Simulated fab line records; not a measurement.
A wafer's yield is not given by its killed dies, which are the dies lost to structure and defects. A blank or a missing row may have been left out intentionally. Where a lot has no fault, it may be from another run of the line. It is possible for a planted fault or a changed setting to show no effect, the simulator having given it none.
Chamber matching / flow nand_harc / rie_diel-03 running NHARC_A_STAIRCASE_TRIM_12: 4 sister chambers
The step chemistry O2, time 211.2 s. 8 wafers are shown with their chamber, then 9 later ones without.

WAFERS WITH THEIR CHAMBER
wafer=L074.6; chamber=2; showerhead_plenum_p_Torr (Torr)=3.56; oes_product_au (a.u.)=0.997
wafer=L076.2; chamber=0; showerhead_plenum_p_Torr (Torr)=3.40; oes_product_au (a.u.)=1.018
wafer=L086.2; chamber=1; showerhead_plenum_p_Torr (Torr)=3.28; oes_product_au (a.u.)=0.994
wafer=L088.4; chamber=0; showerhead_plenum_p_Torr (Torr)=3.38; oes_product_au (a.u.)=0.991
wafer=L088.6; chamber=1; showerhead_plenum_p_Torr (Torr)=3.28; oes_product_au (a.u.)=0.992
wafer=L090.2; chamber=3; showerhead_plenum_p_Torr (Torr)=3.59; oes_product_au (a.u.)=0.995
wafer=L090.3; chamber=2; showerhead_plenum_p_Torr (Torr)=3.56; oes_product_au (a.u.)=0.990
wafer=L090.6; chamber=3; showerhead_plenum_p_Torr (Torr)=3.59; oes_product_au (a.u.)=0.996

WAFERS WITHOUT THEIR CHAMBER
wafer=L092.1; showerhead_plenum_p_Torr (Torr)=3.37; oes_product_au (a.u.)=0.999
wafer=L092.5; showerhead_plenum_p_Torr (Torr)=3.58; oes_product_au (a.u.)=1.014
wafer=L092.6; showerhead_plenum_p_Torr (Torr)=3.55; oes_product_au (a.u.)=0.987
wafer=L094.1; showerhead_plenum_p_Torr (Torr)=3.37; oes_product_au (a.u.)=0.998
wafer=L094.3; showerhead_plenum_p_Torr (Torr)=3.55; oes_product_au (a.u.)=0.999
wafer=L094.6; showerhead_plenum_p_Torr (Torr)=3.55; oes_product_au (a.u.)=0.995
wafer=L097.2; showerhead_plenum_p_Torr (Torr)=3.36; oes_product_au (a.u.)=0.990
wafer=L097.4; showerhead_plenum_p_Torr (Torr)=3.26; oes_product_au (a.u.)=0.996
wafer=L097.5; showerhead_plenum_p_Torr (Torr)=3.26; oes_product_au (a.u.)=1.003

EACH ONE'S CHAMBER
wafer=L092.1; from the rows above=0; in truth=0
wafer=L092.5; from the rows above=can't be placed: 3 or 2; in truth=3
wafer=L092.6; from the rows above=2; in truth=2
wafer=L094.1; from the rows above=0; in truth=0
wafer=L094.3; from the rows above=2; in truth=2
wafer=L094.6; from the rows above=2; in truth=2
wafer=L097.2; from the rows above=0; in truth=0
wafer=L097.4; from the rows above=1; in truth=1
wafer=L097.5; from the rows above=1; in truth=1
Correctly placed: 8 of 9. Unplaceable from these rows: 1, with the true chamber sitting among the candidates in 1. Number placed wrongly: 0.
How it was worked out, from the rows above alone: a wafer's distance from a chamber is the root of the sum, over the readings, of the square of ((its reading less the chamber's mean) divided by the reading's scatter). The wafer belongs to the nearest chamber; if the next one is less than 2 further off, it can't be placed. For every chamber, the mean is computed from those of its wafers that are shown. The scatter: the root of (the sum of the squares of (reading less its chamber's mean) over the shown wafers, divided by (wafers less chambers)).
